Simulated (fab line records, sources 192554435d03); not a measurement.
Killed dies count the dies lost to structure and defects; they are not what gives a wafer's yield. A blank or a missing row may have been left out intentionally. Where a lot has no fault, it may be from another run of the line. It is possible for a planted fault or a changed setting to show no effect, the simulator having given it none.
2 desks, one fault ; flow n5-finfet ; numbers are kept per desk, each desk with only its own; the story behind them comes last

THE METROLOGY DESK
Lot by lot, what the gauges showed, no matter which tool ran the lot: averages of those sampled wafers that carry a number. A lot is out of limits, marked OUT, if its mean lies more than 4 standard deviations from the usual mean; the brackets give that distance. Shown here are 7 of its 10 readings, the ones lying furthest out on some lot.
Columns: A = DIBL_N at N5_BEOL_M4_RC_MEAS_101, usual 36.0 mV/V; B = DIBL_P at N5_BEOL_M4_RC_MEAS_101, usual 36.2 mV/V; C = IOFF_P at N5_BEOL_M4_RC_MEAS_101, usual 0.21 nA/um; D = ION_P at N5_BEOL_M4_RC_MEAS_101, usual 463 uA/um; E = SS_N at N5_BEOL_M4_RC_MEAS_101, usual 71.6 mV/dec; F = SS_P at N5_BEOL_M4_RC_MEAS_101, usual 73.3 mV/dec; G = VT_P at N5_BEOL_M4_RC_MEAS_101, usual -251 mV
lot;first seen here;A;B;C;D;E;F;G
L140;day 8 20:29;35.0;36.7;0.18;455;71.2;73.5;-253
L149;day 11 02:36;40.1;39.3;0.23;460;71.6;74.5;-251
L150;day 11 05:40;35.5;37.3;0.24;469;71.1;73.5;-247
L153;day 12 03:58;37.2;36.7;0.26;476;71.7;73.3;-246
L155;day 12 15:43;34.9;34.8;0.18;458;71.1;72.7;-253
L159;day 14 02:40;34.4;33.1;0.16;457;70.6;72.7;-255
This desk's verdict: no lot among the 6 shows anything out of limits.

TOOL OWNER'S DESK, ald-metal-04
The tool's own readings at N5_HKMG_FIN_ALD_21 (deposits TiN, target thk 1.5 nm, pulse time 1 s, purge time 3 s): means of the sampled wafers that have a number, for each lot that ran on this tool. A lot is out of limits, marked OUT, if its mean lies more than 4 standard deviations from the usual mean; the brackets give that distance.
Columns: A = chamber-pressure-Torr at N5_HKMG_FIN_ALD_21, usual 3.000 Torr; B = heater-power-w at N5_HKMG_FIN_ALD_21, usual 845 W; C = precursor-pulse-height-rel at N5_HKMG_FIN_ALD_21, usual 1.002
lot;first seen here;A;B;C
L140;day 4 18:54;3.000;805;1.021
L149;day 7 00:10;3.001;806;0.986
L150;day 7 07:33;2.998;805;0.985
This desk's verdict: no lot among the 3 shows anything out of limits.

TAKEN TOGETHER
At the metrology desk, nothing out of limits was observed.
Nothing out of limits was seen by the tool owner's desk.

WHAT THE SIMULATOR PUT IN
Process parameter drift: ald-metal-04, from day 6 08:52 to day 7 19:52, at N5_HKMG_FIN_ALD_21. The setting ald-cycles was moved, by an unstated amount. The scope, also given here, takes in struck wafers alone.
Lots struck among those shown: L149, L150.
